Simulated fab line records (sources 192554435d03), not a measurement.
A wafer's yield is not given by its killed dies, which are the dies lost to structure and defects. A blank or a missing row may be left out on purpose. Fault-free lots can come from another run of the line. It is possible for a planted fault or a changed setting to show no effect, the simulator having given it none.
Split-lot study	flow n5Finfet	on a route of 1938 steps: 7 lots, 21 wafers read

## ABOUT THE SPLIT
At N5_BEOL_M6_EXPOSE_25 (exposes mask V5, target cd 40 nm), the setting doseMj was moved away from the recipe's 45 on 11 of the 21 wafers read, by -5.7% to +5.8%. All remaining wafers had this setting at the recipe value.

## FROM THE SPLIT TO THE READING: what the file shows between them, 2 steps
- N5_BEOL_M6_PEB_26: peb time 60 s
- N5_BEOL_M6_DEVELOP_27: develop time 30 s

## THE READING
At N5_BEOL_M6_CD_MEAS_28: cdNm in nanometres, against a target cd of 40 nm. On this fab line, fault-free wafers typically give 40.02 nm with a standard deviation of 0.22 nm.

wafer	tool, chamber at the split	doseMj as run	against the recipe	cdNm, nm	against lot-mates on the recipe
L076.1	euvScanner-02, 0	46.25	+2.8%	40.82	+0.89
L076.2	euvScanner-02, 0	45	recipe	39.93	-
L076.5	euvScanner-02, 0	46.25	+2.8%	40.87	+0.94
L077.2	euvScanner-01, 0	45	recipe	40.12	-
L077.3	euvScanner-01, 0	42.43	-5.7%	38.43	-1.69
L077.4	euvScanner-01, 0	42.43	-5.7%	38.55	-1.57
L085.2	euvScanner-01, 0	45	recipe	40.48	-
L085.3	euvScanner-01, 0	45	recipe	40.01	-
L085.5	euvScanner-01, 0	47.61	+5.8%	41.55	+1.30
L089.1	euvScanner-02, 0	45	recipe	39.93	-
L089.4	euvScanner-02, 0	43.51	-3.3%	39.28	-0.55
L089.5	euvScanner-02, 0	45	recipe	39.73	-
L094.2	euvScanner-02, 0	45	recipe	39.61	-
L094.4	euvScanner-02, 0	42.58	-5.4%	38.53	-1.08
L094.6	euvScanner-02, 0	42.58	-5.4%	38.66	-0.95
L096.2	euvScanner-02, 0	45	recipe	40.11	-
L096.5	euvScanner-02, 0	45	recipe	40.10	-
L096.6	euvScanner-02, 0	45	recipe	40.23	-
L097.2	euvScanner-02, 0	43.32	-3.7%	39.18	no lot-mate on the recipe
L097.4	euvScanner-02, 0	43.32	-3.7%	39.01	no lot-mate on the recipe
L097.5	euvScanner-02, 0	43.32	-3.7%	39.11	no lot-mate on the recipe

FIT RESULTS
A straight line over all 21 wafers: cdNm changes by +0.265 nm for each +1% of doseMj; r = +0.98; the points scatter about the line by 0.18 nm.
The same after taking each lot's own level away (the mean of its wafers on the recipe; 18 wafers): +0.243 nm for each +1%; r = +0.97; scatter 0.19 nm.
On that fit, the largest move of doseMj shifts the reading by 1.4 nm.
From 39.610 to 40.245 nm: that is the span of the lots' own levels, equal to 2.9 times the standard deviation above.
So the lot-to-lot level changes the slope little: the two slopes agree.
Check: +1.52 nm against its lot-mates is what the line predicts for one of the wafers moved furthest among these (+5.8%) when that wafer is left out of the fit. It came out at +1.3 nm against them.

## THE WHOLE CHAIN: every reading that the file lists as answering this split, in the file's order
step	what it does	reading	change (the file's fit)	r (the file's)
N5_BEOL_M6_CD_MEAS_28	target cd 40 nm	cdNm	+0.235 nm for each +1% of the setting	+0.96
N5_BEOL_M6_DESCUM_33	chemistry O2, time 7 s	BEOL_M6.cdNm (the simulator's own value, which no gauge read)	+0.217 nm for each +1% of the setting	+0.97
N5_BEOL_M6_ETCH_72	etches underlayer in N2/H2, target depth 6.5 nm, time 5.2 s	BEOL_M6.cdNm (the simulator's own value, which no gauge read)	+0.233 nm for each +1% of the setting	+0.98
N5_BEOL_M6_ETCH_66	etches SOC in N2/H2, target depth 80 nm, overetch 16 nm, time 120 s	BEOL_M6.cdNm (the simulator's own value, which no gauge read)	+0.197 nm for each +1% of the setting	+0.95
N5_BEOL_M6_VIA_ETCH_34	etches SiCOH lowk in C4F6/O2, target depth 126.3 nm, time 50.9 s	BEOL_M6.cdNm (the simulator's own value, which no gauge read)	+0.214 nm for each +1% of the setting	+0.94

## THE FILE'S OWN FIT
cdNm changes by +0.235 nm for each +1% of doseMj, r = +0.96.
